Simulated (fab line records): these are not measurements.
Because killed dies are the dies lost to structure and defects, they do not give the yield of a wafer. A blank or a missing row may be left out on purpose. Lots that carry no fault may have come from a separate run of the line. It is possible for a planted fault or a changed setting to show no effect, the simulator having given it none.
Matching of chambers / flow nandHarc / rieDiel-06 running NHARC_A_BLC_STRIP_29: 4 sister chambers
The step strips in CF4. 24 wafers are shown with their chamber, then 12 later ones without.

## WAFERS WITH THEIR CHAMBER
wafer=L075.2; chamber=3; showerheadPlenumPTorr (Torr)=1.87; drypumpMotorCurrentA (A)=5.1; rfVppV (V)=60.6
wafer=L075.3; chamber=1; showerheadPlenumPTorr (Torr)=1.89; drypumpMotorCurrentA (A)=6.1; rfVppV (V)=60.0
wafer=L075.6; chamber=1; showerheadPlenumPTorr (Torr)=1.89; drypumpMotorCurrentA (A)=6.1; rfVppV (V)=60.0
wafer=L076.1; chamber=1; showerheadPlenumPTorr (Torr)=1.89; drypumpMotorCurrentA (A)=6.1; rfVppV (V)=59.6
wafer=L076.3; chamber=3; showerheadPlenumPTorr (Torr)=1.87; drypumpMotorCurrentA (A)=5.1; rfVppV (V)=59.7
wafer=L076.4; chamber=3; showerheadPlenumPTorr (Torr)=1.87; drypumpMotorCurrentA (A)=5.1; rfVppV (V)=61.9
wafer=L083.3; chamber=2; showerheadPlenumPTorr (Torr)=1.76; drypumpMotorCurrentA (A)=5.6; rfVppV (V)=59.1
wafer=L083.5; chamber=1; showerheadPlenumPTorr (Torr)=1.89; drypumpMotorCurrentA (A)=6.1; rfVppV (V)=58.7
wafer=L083.6; chamber=0; showerheadPlenumPTorr (Torr)=1.65; drypumpMotorCurrentA (A)=5.9; rfVppV (V)=58.2
wafer=L084.1; chamber=1; showerheadPlenumPTorr (Torr)=1.88; drypumpMotorCurrentA (A)=6.1; rfVppV (V)=60.4
wafer=L084.3; chamber=2; showerheadPlenumPTorr (Torr)=1.76; drypumpMotorCurrentA (A)=5.6; rfVppV (V)=59.6
wafer=L084.5; chamber=3; showerheadPlenumPTorr (Torr)=1.87; drypumpMotorCurrentA (A)=5.1; rfVppV (V)=59.6
wafer=L088.2; chamber=0; showerheadPlenumPTorr (Torr)=1.65; drypumpMotorCurrentA (A)=5.8; rfVppV (V)=57.2
wafer=L088.5; chamber=2; showerheadPlenumPTorr (Torr)=1.76; drypumpMotorCurrentA (A)=5.6; rfVppV (V)=59.1
wafer=L088.6; chamber=3; showerheadPlenumPTorr (Torr)=1.87; drypumpMotorCurrentA (A)=5.1; rfVppV (V)=60.8
wafer=L085.4; chamber=2; showerheadPlenumPTorr (Torr)=1.76; drypumpMotorCurrentA (A)=5.6; rfVppV (V)=58.3
wafer=L085.5; chamber=1; showerheadPlenumPTorr (Torr)=1.88; drypumpMotorCurrentA (A)=6.1; rfVppV (V)=60.2
wafer=L085.6; chamber=0; showerheadPlenumPTorr (Torr)=1.65; drypumpMotorCurrentA (A)=5.8; rfVppV (V)=59.7
wafer=L080.1; chamber=1; showerheadPlenumPTorr (Torr)=1.88; drypumpMotorCurrentA (A)=6.1; rfVppV (V)=59.8
wafer=L080.2; chamber=0; showerheadPlenumPTorr (Torr)=1.65; drypumpMotorCurrentA (A)=5.8; rfVppV (V)=58.4
wafer=L080.4; chamber=2; showerheadPlenumPTorr (Torr)=1.76; drypumpMotorCurrentA (A)=5.6; rfVppV (V)=59.2
wafer=L081.2; chamber=0; showerheadPlenumPTorr (Torr)=1.65; drypumpMotorCurrentA (A)=5.8; rfVppV (V)=58.6
wafer=L081.3; chamber=2; showerheadPlenumPTorr (Torr)=1.76; drypumpMotorCurrentA (A)=5.6; rfVppV (V)=60.2
wafer=L081.4; chamber=3; showerheadPlenumPTorr (Torr)=1.87; drypumpMotorCurrentA (A)=5.1; rfVppV (V)=60.2

SIGNATURES, as means of the wafers listed above
reading=showerheadPlenumPTorr; chamber 0=1.6500; chamber 1=1.8857; chamber 2=1.7600; chamber 3=1.8700; scatter within a chamber=0.00293
reading=drypumpMotorCurrentA; chamber 0=5.820; chamber 1=6.100; chamber 2=5.600; chamber 3=5.100; scatter within a chamber=0.02
reading=rfVppV; chamber 0=58.420; chamber 1=59.814; chamber 2=59.250; chamber 3=60.467; scatter within a chamber=0.729
Rule: a wafer lies at a distance from a chamber equal to the root of the sum of squares, over the readings, of (its reading less the chamber's mean, divided by the reading's scatter). The wafer belongs to the nearest chamber; if the next one is less than 2 further off, it can't be placed. How the scatter is found: for the shown wafers, subtract from each reading the mean of its chamber, square and add these, divide the total by (wafers less chambers), then take the root.

## WAFERS WITH NO CHAMBER GIVEN
wafer=L091.1; showerheadPlenumPTorr (Torr)=1.76; drypumpMotorCurrentA (A)=5.6; rfVppV (V)=58.3
wafer=L091.3; showerheadPlenumPTorr (Torr)=1.64; drypumpMotorCurrentA (A)=5.8; rfVppV (V)=59.0
wafer=L091.4; showerheadPlenumPTorr (Torr)=1.88; drypumpMotorCurrentA (A)=6.1; rfVppV (V)=60.7
wafer=L092.2; showerheadPlenumPTorr (Torr)=1.65; drypumpMotorCurrentA (A)=5.8; rfVppV (V)=58.4
wafer=L092.5; showerheadPlenumPTorr (Torr)=1.64; drypumpMotorCurrentA (A)=5.8; rfVppV (V)=59.4
wafer=L092.6; showerheadPlenumPTorr (Torr)=1.87; drypumpMotorCurrentA (A)=5.2; rfVppV (V)=60.3
wafer=L097.3; showerheadPlenumPTorr (Torr)=1.88; drypumpMotorCurrentA (A)=6.1; rfVppV (V)=60.5
wafer=L097.4; showerheadPlenumPTorr (Torr)=1.87; drypumpMotorCurrentA (A)=5.1; rfVppV (V)=61.6
wafer=L097.6; showerheadPlenumPTorr (Torr)=1.64; drypumpMotorCurrentA (A)=5.8; rfVppV (V)=60.5
wafer=L095.1; showerheadPlenumPTorr (Torr)=1.88; drypumpMotorCurrentA (A)=6.1; rfVppV (V)=59.3
wafer=L095.2; showerheadPlenumPTorr (Torr)=1.64; drypumpMotorCurrentA (A)=5.8; rfVppV (V)=58.4
wafer=L095.6; showerheadPlenumPTorr (Torr)=1.64; drypumpMotorCurrentA (A)=5.8; rfVppV (V)=59.2

## EACH ONE'S CHAMBER
wafer=L091.1; from the rows above=2; in truth=2
wafer=L091.3; from the rows above=0; in truth=0
wafer=L091.4; from the rows above=1; in truth=1
wafer=L092.2; from the rows above=0; in truth=0
wafer=L092.5; from the rows above=0; in truth=0
wafer=L092.6; from the rows above=3; in truth=3
wafer=L097.3; from the rows above=1; in truth=1
wafer=L097.4; from the rows above=3; in truth=3
wafer=L097.6; from the rows above=0; in truth=0
wafer=L095.1; from the rows above=1; in truth=1
wafer=L095.2; from the rows above=0; in truth=0
wafer=L095.6; from the rows above=0; in truth=0
Correct placement for 12 of the 12. Not placeable from these rows: 0. 0 placed wrongly.
